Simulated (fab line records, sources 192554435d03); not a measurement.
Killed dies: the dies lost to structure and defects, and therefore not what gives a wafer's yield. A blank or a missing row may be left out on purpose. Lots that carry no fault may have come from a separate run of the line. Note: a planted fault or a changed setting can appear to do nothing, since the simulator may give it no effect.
Chamber matching | flow n5-finfet | 4 sister chambers for N5_BEOL_M5_DESCUM_33 on rie-diel-06
The step chemistry O2, time 7 s. 16 wafers are shown with their chamber, then 8 later ones without.

## EACH WAFER AND ITS CHAMBER
wafer  | chamber | showerhead-plenum-p-Torr (Torr) | throttle-valve-pct (%) | oes-product-au (a.u.)
L076.1 | 2       | 2.11                            | 19.85                  | 0.87
L076.4 | 0       | 2.11                            | 20.28                  | 0.79
L076.6 | 0       | 2.11                            | 20.30                  | 0.80
L085.1 | 3       | 2.00                            | 20.13                  | 0.86
L085.2 | 0       | 2.10                            | 20.31                  | 0.77
L085.3 | 1       | 2.14                            | 20.00                  | 1.04
L086.3 | 0       | 2.10                            | 20.31                  | 0.77
L086.4 | 1       | 2.14                            | 20.01                  | 1.02
L086.5 | 1       | 2.14                            | 20.00                  | 1.01
L087.2 | 1       | 2.14                            | 19.99                  | 0.98
L087.3 | 0       | 2.10                            | 20.33                  | 0.77
L087.5 | 3       | 2.00                            | 20.15                  | 0.84
L091.1 | 2       | 2.10                            | 19.90                  | 0.82
L091.2 | 0       | 2.10                            | 20.32                  | 0.77
L091.4 | 3       | 2.00                            | 20.16                  | 0.85
L090.2 | 3       | 2.00                            | 20.15                  | 0.84

SIGNATURES, as means of the wafers listed above
reading                  | chamber 0 | chamber 1 | chamber 2 | chamber 3 | scatter within a chamber
showerhead-plenum-p-Torr | 2.1033    | 2.1400    | 2.1050    | 2.0000    | 0.00391
throttle-valve-pct       | 20.3083   | 20.0000   | 19.8750   | 20.1475   | 0.0169
oes-product-au           | 0.7783    | 1.0125    | 0.8450    | 0.8475    | 0.0189
Rule: a wafer lies at a distance from a chamber equal to the root of the sum of squares, over the readings, of (its reading less the chamber's mean, divided by the reading's scatter). The wafer belongs to the nearest chamber; if the next one is less than 2 further off, it can't be placed. The scatter is the square root of a quotient: the sum, over the shown wafers, of each reading's squared deviation from its chamber's mean, divided by wafers minus chambers.

## WAFERS WITHOUT THEIR CHAMBER
wafer  | showerhead-plenum-p-Torr (Torr) | throttle-valve-pct (%) | oes-product-au (a.u.)
L090.4 | 2.13                            | 20.02                  | 0.97
L090.5 | 2.10                            | 19.91                  | 0.82
L092.1 | 2.13                            | 20.02                  | 0.98
L092.4 | 2.00                            | 20.18                  | 0.84
L092.6 | 2.00                            | 20.17                  | 0.84
L095.2 | 1.99                            | 20.18                  | 0.82
L095.3 | 2.09                            | 19.93                  | 0.80
L095.5 | 1.99                            | 20.21                  | 0.82

## WHICH CHAMBER EACH WENT THROUGH
wafer  | from the rows above | in truth
L090.4 | 1                   | 1
L090.5 | 2                   | 2
L092.1 | 1                   | 1
L092.4 | 3                   | 3
L092.6 | 3                   | 3
L095.2 | 3                   | 3
L095.3 | 2                   | 2
L095.5 | 3                   | 3
8 of 8 placed correctly. Number that these rows cannot place: 0. Placed wrongly: 0.
